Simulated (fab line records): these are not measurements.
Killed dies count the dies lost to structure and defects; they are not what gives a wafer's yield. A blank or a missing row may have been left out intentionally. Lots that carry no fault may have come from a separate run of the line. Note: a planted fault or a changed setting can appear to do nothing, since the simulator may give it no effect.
Which tool did it?	flow n5Finfet	12 lots, 36 wafers sampled, at 5 steps of a route of 1938

## WHAT THE GAUGES SHOWED, per wafer
N5_BEOL_M9_CD_MEAS_35: target cd 70 nm, target cd y 40 nm.
lot	measured	on	cdNm (nm)
L348	day 10 03:07	cdSem-02	68.6 69.0 69.0
L351	day 10 11:30	cdSem-03	70.6 70.9 69.8
L355	day 11 14:07	cdSem-01	69.5 69.7 70.2
L354	day 11 18:28	cdSem-01	70.4 69.2 69.5
L356	day 11 18:38	cdSem-02	70.3 69.1 69.5
L361	day 12 20:08	cdSem-01	71.3 71.3 70.0
L360	day 12 20:17	cdSem-03	69.7 70.0 69.5
L362	day 13 17:01	cdSem-02	69.3 69.5 69.4
L363	day 13 20:33	cdSem-03	70.9 70.7 70.6
L366	day 14 04:26	cdSem-02	70.5 70.6 70.4
L368	day 14 20:52	cdSem-02	70.6 70.6 70.0
L370	day 15 06:06	cdSem-03	70.7 70.4 70.3

N5_BEOL_M10_THK_MEAS_01.
lot	measured	on	M10_ILD_THK (nm)
L348	day 10 06:01	filmMetro-01	267 263 268
L351	day 10 15:32	filmMetro-01	261 265 268
L355	day 11 17:55	filmMetro-02	265 265 271
L354	day 11 21:41	filmMetro-01	267 268 269
L356	day 11 21:59	filmMetro-02	265 267 269
L361	day 13 00:56	filmMetro-01	266 265 267
L360	day 13 01:25	filmMetro-01	265 270 269
L362	day 13 19:56	filmMetro-02	266 270 272
L363	day 13 23:28	filmMetro-01	266 267 266
L366	day 14 09:26	filmMetro-02	269 270 270
L368	day 15 02:03	filmMetro-02	266 269 267
L370	day 15 09:13	filmMetro-02	270 272 270

## EACH LOT AND THE TOOL THAT RAN IT (in order: tool; ch and the chambers of the sampled wafers; start)
lot	N5_BEOL_M9_ALD_74	N5_BEOL_M9_ECD_50	N5_BEOL_M9_CMP_52
L348	aldMetal-01 ch 0,1,2, day 10 03:55	ecdCu-01 ch 0,1, day 10 04:32	cmp-02 ch 0,1,3, day 10 04:56
L351	aldMetal-03 ch 0,2, day 10 12:17	ecdCu-02 ch 0,1, day 10 13:08	cmp-03 ch 0,2,3, day 10 14:01
L355	aldMetal-01 ch 1,2,3, day 11 15:03	ecdCu-01 ch 0,1, day 11 15:44	cmp-03 ch 2,3, day 11 16:49
L354	aldMetal-01 ch 2,3, day 11 19:05	ecdCu-01 ch 0,1, day 11 19:42	cmp-02 ch 1,2,3, day 11 20:09
L356	aldMetal-01 ch 2,3, day 11 19:21	ecdCu-01 ch 0,1, day 11 20:13	cmp-02 ch 0,2,3, day 11 20:43
L361	aldMetal-04 ch 0,2,3, day 12 20:42	ecdCu-01 ch 0,1, day 12 23:16	cmp-04 ch 0,1,3, day 12 23:53
L360	aldMetal-03 ch 0,2,3, day 12 21:10	ecdCu-01 ch 0,1, day 12 23:33	cmp-04 ch 0,1, day 13 00:19
L362	aldMetal-04 ch 0,2, day 13 17:41	ecdCu-01 ch 0,1, day 13 18:22	cmp-04 ch 1,2, day 13 18:51
L363	aldMetal-03 ch 0,3, day 13 21:02	ecdCu-02 ch 0,1, day 13 21:58	cmp-04 ch 0,2, day 13 22:23
L366	aldMetal-03 ch 1,2,3, day 14 05:29	ecdCu-02 ch 0,1, day 14 07:51	cmp-02 ch 0,2, day 14 08:22
L368	aldMetal-01 ch 1,2, day 14 23:27	ecdCu-02 ch 0,1, day 15 00:03	cmp-02 ch 1,2,3, day 15 00:32
L370	aldMetal-01 ch 0,2, day 15 07:01	ecdCu-02 ch 0,1, day 15 07:42	cmp-02 ch 1,3, day 15 08:05
- N5_BEOL_M9_ALD_74: deposits TaN, target thk 2 nm, pulse time 2 s, purge time 3 s.
- N5_BEOL_M9_ECD_50: material Cu, target thk 318 nm.
- N5_BEOL_M9_CMP_52: polishes, stops on SiCOH lowk, t overpolish 7 s, target thk 140 nm.

## AS READ BY THE TOOLS THEMSELVES (means over the sampled wafers that have a number; for cases with no such wafer, the mark the record gives instead)
N5_BEOL_M9_ALD_74.
lot	tool	heaterPowerW (W)
L348	aldMetal-01	397
L351	aldMetal-03	420
L355	aldMetal-01	373
L354	aldMetal-01	361
L356	aldMetal-01	367
L361	aldMetal-04	427
L360	aldMetal-03	403
L362	aldMetal-04	400
L363	aldMetal-03	395
L366	aldMetal-03	391
L368	aldMetal-01	402
L370	aldMetal-01	420

N5_BEOL_M9_CMP_52.
lot	tool	motorCurrentA (A)	timeToEndpointS (s)
L348	cmp-02	6.2	68.6
L351	cmp-03	6.2	63.0
L355	cmp-03	5.8	64.7
L354	cmp-02	6.5	68.0
L356	cmp-02	5.8	67.7
L361	cmp-04	6.2	82.9
L360	cmp-04	6.1	86.2
L362	cmp-04	6.7	83.2
L363	cmp-04	6.4	63.0
L366	cmp-02	5.3	64.1
L368	cmp-02	6.3	62.9
L370	cmp-02	6.9	65.0

## THE ANSWER, worked out from the rows above alone
Rule: usual is defined by the lots themselves. The widest of any qualifying gaps counts: lots, ordered by their means at a reading, are off when they make up no more than a third of the lots, leave a main group of 4 or more, and stand apart from it by 3 or more times the standard deviation of that group's means. A main group whose means are all the same, to the digits that the tables above print for the reading, isn't used. A lot without any number at a reading at which 4 lots or more have one is off too. The other lots that the step has rows for count as sound. The gauges are gone through in route order, then the tools' own readings, and for those a lot's mean is taken as printed above. At the first step where some lot is off, the reading lying furthest off is the one used; lots without a number count as furthest.
Off, at N5_BEOL_M9_CMP_52 on timeToEndpointS: L361, L360, L362. Mean 65.2 s and standard deviation 2.2 in the main group.
A tool fits if, at that step or a process step before it, it ran every lot that is off, and no sound lot after the first of them. One candidate fits, namely ecdCu-01 at N5_BEOL_M9_ECD_50. Its last sound lot is L356 (day 11 20:13), its first lot that is off L361 (day 12 23:16): a fault that began between those two fits.

## WHAT THE SIMULATOR PUT IN
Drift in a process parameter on ecdCu-01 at N5_BEOL_M9_ECD_50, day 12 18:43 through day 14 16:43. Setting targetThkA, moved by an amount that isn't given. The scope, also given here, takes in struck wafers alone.
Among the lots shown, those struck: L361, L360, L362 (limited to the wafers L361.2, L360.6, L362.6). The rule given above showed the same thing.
